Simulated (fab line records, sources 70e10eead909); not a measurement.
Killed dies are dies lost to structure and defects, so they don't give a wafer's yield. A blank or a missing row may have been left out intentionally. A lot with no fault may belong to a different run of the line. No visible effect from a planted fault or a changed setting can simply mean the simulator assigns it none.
Matching of chambers || flow nand-harc || rie-diel-02 running NHARC_P_BONDPAD_DESCUM_11: 4 sister chambers
The step chemistry O2, time 3 s. 8 wafers are shown with their chamber, then 7 later ones without.

WAFERS WITH THEIR CHAMBER
{"wafer": "L077.2", "chamber": 3, "rf-vpp-V (V)": 57.4, "throttle-valve-pct (%)": 11.325}
{"wafer": "L079.2", "chamber": 0, "rf-vpp-V (V)": 58.7, "throttle-valve-pct (%)": 11.310}
{"wafer": "L079.6", "chamber": 1, "rf-vpp-V (V)": 57.6, "throttle-valve-pct (%)": 11.314}
{"wafer": "L085.3", "chamber": 0, "rf-vpp-V (V)": 57.2, "throttle-valve-pct (%)": 11.320}
{"wafer": "L085.4", "chamber": 1, "rf-vpp-V (V)": 58.9, "throttle-valve-pct (%)": 11.308}
{"wafer": "L085.5", "chamber": 3, "rf-vpp-V (V)": 57.5, "throttle-valve-pct (%)": 11.310}
{"wafer": "L086.1", "chamber": 2, "rf-vpp-V (V)": 58.8, "throttle-valve-pct (%)": 11.315}
{"wafer": "L086.5", "chamber": 2, "rf-vpp-V (V)": 57.8, "throttle-valve-pct (%)": 11.330}

WAFERS WITH NO CHAMBER GIVEN
{"wafer": "L086.6", "rf-vpp-V (V)": 58.2, "throttle-valve-pct (%)": 11.303}
{"wafer": "L088.1", "rf-vpp-V (V)": 57.1, "throttle-valve-pct (%)": 11.308}
{"wafer": "L088.4", "rf-vpp-V (V)": 58.6, "throttle-valve-pct (%)": 11.309}
{"wafer": "L088.6", "rf-vpp-V (V)": 57.4, "throttle-valve-pct (%)": 11.321}
{"wafer": "L087.1", "rf-vpp-V (V)": 57.8, "throttle-valve-pct (%)": 11.324}
{"wafer": "L087.4", "rf-vpp-V (V)": 58.1, "throttle-valve-pct (%)": 11.315}
{"wafer": "L087.6", "rf-vpp-V (V)": 58.1, "throttle-valve-pct (%)": 11.308}

WHICH CHAMBER EACH ONE RAN IN
{"wafer": "L086.6", "from the rows above": "can't be placed: 1 or 0 or 3 or 2", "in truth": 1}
{"wafer": "L088.1", "from the rows above": "can't be placed: 3 or 0 or 1 or 2", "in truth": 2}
{"wafer": "L088.4", "from the rows above": "can't be placed: 1 or 0 or 2 or 3", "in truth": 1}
{"wafer": "L088.6", "from the rows above": "can't be placed: 3 or 0 or 2 or 1", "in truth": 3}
{"wafer": "L087.1", "from the rows above": "can't be placed: 2 or 3 or 0 or 1", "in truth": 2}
{"wafer": "L087.4", "from the rows above": "can't be placed: 0 or 1 or 3 or 2", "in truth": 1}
{"wafer": "L087.6", "from the rows above": "can't be placed: 1 or 0 or 3 or 2", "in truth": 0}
0 of 7 placed correctly. Not placeable from these rows: 7 (in 7, the candidates include the true chamber). Wrongly placed: 0.
How it was worked out, from the rows above alone: a wafer's distance from a chamber is the root of the sum, over the readings, of the square of ((its reading less the chamber's mean) divided by the reading's scatter). If the next closest chamber is less than 2 further off than the closest, the wafer can't be placed; otherwise it belongs to the closest. Each chamber's mean is taken over the wafers shown for it. The scatter: take each reading less its chamber's mean, square it, sum over the shown wafers, divide by the number of wafers less the number of chambers, and take the root.
